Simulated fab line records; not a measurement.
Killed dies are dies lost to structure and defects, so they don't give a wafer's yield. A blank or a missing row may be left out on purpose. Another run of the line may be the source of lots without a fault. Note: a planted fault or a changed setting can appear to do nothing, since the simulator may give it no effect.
Chamber matching ; flow n5-finfet ; 4 sister chambers for N5_BEOL_M3_ALD_84 on ald-metal-02
The step deposits TaN, pulse time 2 s, purge time 3 s, co reactant purge time 2 s. 4 wafers are shown with their chamber, then 10 later ones without.

== WAFERS WITH THEIR CHAMBER ==
wafer;chamber;heater-power-w (W)
L080.1;3;419
L085.4;1;437
L089.1;2;454
L089.2;0;436

== WAFERS MISSING THEIR CHAMBER ==
wafer;heater-power-w (W)
L089.6;437
L091.1;456
L091.4;426
L091.5;426
L093.3;461
L093.4;428
L093.6;432
L096.2;426
L096.3;432
L096.4;442

== WHICH CHAMBER EACH ONE RAN IN ==
wafer;from the rows above;in truth
L089.6;can't be placed: 1 or 0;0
L091.1;2;2
L091.4;can't be placed: 3 or 0 or 1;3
L091.5;can't be placed: 3 or 0 or 1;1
L093.3;2;2
L093.4;can't be placed: 0 or 1 or 3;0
L093.6;can't be placed: 0 or 1 or 3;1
L096.2;can't be placed: 3 or 0 or 1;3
L096.3;can't be placed: 0 or 1 or 3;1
L096.4;can't be placed: 1 or 0 or 2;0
Placed correctly: 2 of 10. From these rows, 8 cannot be placed; in 8 the true chamber is one of the candidates. Wrongly placed: 0.
How it was worked out, from the rows above alone: a wafer's distance from a chamber is the root of the sum, over the readings, of the square of ((its reading less the chamber's mean) divided by the reading's scatter). If the next closest chamber is less than 2 further off than the closest, the wafer can't be placed; otherwise it belongs to the closest. The mean given for a chamber averages the wafers shown for that chamber. The scatter: root of mean squared gap, hidden wafer to nearest shown wafer, with one shown wafer a chamber.
